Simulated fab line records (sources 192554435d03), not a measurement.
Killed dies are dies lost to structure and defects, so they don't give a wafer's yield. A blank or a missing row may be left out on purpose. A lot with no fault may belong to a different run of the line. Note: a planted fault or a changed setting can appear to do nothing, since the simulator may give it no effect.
Chamber matching + flow n5_finfet + N5_BEOL_M4_ALD_84 on ald_metal-01 has 4 sister chambers
The step deposits TaN, pulse time 2 s, purge time 3 s, co reactant purge time 2 s. 4 wafers are shown with their chamber, then 10 later ones without.

WAFERS PAIRED WITH THEIR CHAMBERS
| wafer  | chamber | heater_power_w (W) |
|--------|---------|--------------------|
| L085.1 | 0       | 362                |
| L085.2 | 3       | 360                |
| L097.3 | 2       | 403                |
| L095.5 | 1       | 393                |

WAFERS MISSING THEIR CHAMBER
| wafer  | heater_power_w (W) |
|--------|--------------------|
| L095.6 | 409                |
| L094.1 | 328                |
| L094.5 | 389                |
| L094.6 | 389                |
| L089.1 | 384                |
| L089.2 | 341                |
| L089.3 | 338                |
| L096.3 | 378                |
| L096.4 | 340                |
| L096.6 | 333                |

THE CHAMBER EACH PASSED THROUGH
| wafer  | from the rows above               | in truth |
|--------|-----------------------------------|----------|
| L095.6 | can't be placed: 2 or 1           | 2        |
| L094.1 | can't be placed: 3 or 0 or 1      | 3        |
| L094.5 | can't be placed: 1 or 2 or 0 or 3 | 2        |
| L094.6 | can't be placed: 1 or 2 or 0 or 3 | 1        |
| L089.1 | can't be placed: 1 or 2 or 0 or 3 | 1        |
| L089.2 | can't be placed: 3 or 0 or 1      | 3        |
| L089.3 | can't be placed: 3 or 0 or 1      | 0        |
| L096.3 | can't be placed: 1 or 0 or 3 or 2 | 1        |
| L096.4 | can't be placed: 3 or 0 or 1      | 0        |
| L096.6 | can't be placed: 3 or 0 or 1      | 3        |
0 of 10 placed correctly. From these rows, 10 cannot be placed; in 10 the true chamber is one of the candidates. Wrongly placed: 0.
How it was worked out, from the rows above alone: a wafer's distance from a chamber is the root of the sum, over the readings, of the square of ((its reading less the chamber's mean) divided by the reading's scatter). The wafer belongs to the nearest chamber; if the next one is less than 2 further off, it can't be placed. For every chamber, the mean is computed from those of its wafers that are shown. The scatter: root of mean squared gap, hidden wafer to nearest shown wafer, with one shown wafer a chamber.
